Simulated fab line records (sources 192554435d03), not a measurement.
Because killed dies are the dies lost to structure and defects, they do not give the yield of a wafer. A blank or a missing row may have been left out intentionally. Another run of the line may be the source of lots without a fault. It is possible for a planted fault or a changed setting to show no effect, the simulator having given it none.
A single fault, viewed from 2 desks | flow n5 finfet | numbers are kept per desk, each desk with only its own; the story behind them comes last

## FOR THE TOOL OWNER'S DESK: rie diel-05
The tool's own readings at N5_BEOL_M15_TRENCH_ETCH_34 (etches SiO2 in C4F8/O2/Ar, target depth 872.93 nm, time 199 s): means of the sampled wafers that have a number, for each lot that ran on this tool. If a lot's mean is further than 4 standard deviations from the usual mean, the lot is out of limits and carries the mark OUT (the distance appears in the brackets).
Columns: A = bias w at N5_BEOL_M15_TRENCH_ETCH_34, usual 2041 W; B = drypump motor current A at N5_BEOL_M15_TRENCH_ETCH_34, usual 6.1 A; C = he outer torr at N5_BEOL_M15_TRENCH_ETCH_34, usual 30.00 Torr; D = oes product au at N5_BEOL_M15_TRENCH_ETCH_34, usual 0.77 a.u.; E = rf vpp V at N5_BEOL_M15_TRENCH_ETCH_34, usual 2228 V; F = showerhead plenum p Torr at N5_BEOL_M15_TRENCH_ETCH_34, usual 3.43 Torr; G = throttle valve pct at N5_BEOL_M15_TRENCH_ETCH_34, usual 30.9 %
lot  | first seen here | A              | B   | C     | D    | E               | F    | G
L899 | day 12 07:28    | 2038           | 6.0 | 30.07 | 0.85 | 2206            | 3.43 | 30.6
L903 | day 14 09:47    | 2047           | 5.7 | 29.94 | 0.79 | 2230            | 3.45 | 30.6
L902 | day 14 17:48    | 1841 (-33) OUT | 5.9 | 29.98 | 0.74 | 2041 (-5.3) OUT | 3.36 | 31.0
L915 | day 18 09:22    | 2040           | 6.5 | 30.03 | 0.84 | 2195            | 3.40 | 30.5
This desk's finding: out of limits on L902; first on L902, day 14 17:48 (bias w at N5_BEOL_M15_TRENCH_ETCH_34). Within limits: L899, L903, L915.

## AT THE METROLOGY DESK
Lot by lot, what the gauges showed, no matter which tool ran the lot: averages of those sampled wafers that carry a number. If a lot's mean is further than 4 standard deviations from the usual mean, the lot is out of limits and carries the mark OUT (the distance appears in the brackets).
Columns: A = M15_THK at N5_BEOL_M15_THK_MEAS_50, usual 850 nm; B = M15_RS at N5_BEOL_M15_RS_MEAS_54, usual 0.0217 ohm/sq
lot  | first seen here | A   | B
L899 | day 12 13:45    | 837 | 0.0217
L898 | day 13 08:20    | 855 | 0.0217
L903 | day 14 12:13    | 842 | 0.0220
L902 | day 14 21:01    | 828 | 0.0227
L906 | day 14 23:31    | 853 | 0.0215
L913 | day 16 16:39    | 845 | 0.0219
L914 | day 17 21:15    | 864 | 0.0216
L915 | day 18 11:29    | 867 | 0.0215
L919 | day 19 00:45    | 872 | 0.0213
Result from this desk: across the 9 lots, nothing is out of limits.

## TAKEN TOGETHER
The tool owner's desk could have raised an alarm at day 14 17:48, on L902.
Metrology desk: nothing out of limits seen.
The metrology desk has L902 on record, within its limits.
Every lot named ran N5_BEOL_M15_TRENCH_ETCH_34 on rie diel-05.

## WHAT THE SIMULATOR HAD INSERTED
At N5_BEOL_M15_TRENCH_ETCH_34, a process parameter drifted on rie diel-05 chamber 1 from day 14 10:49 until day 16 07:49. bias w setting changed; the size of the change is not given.
Struck lots among those shown: L902.
Time in hours from fault onset to the first out-of-limits reading at each desk: the tool owner's desk, 7.
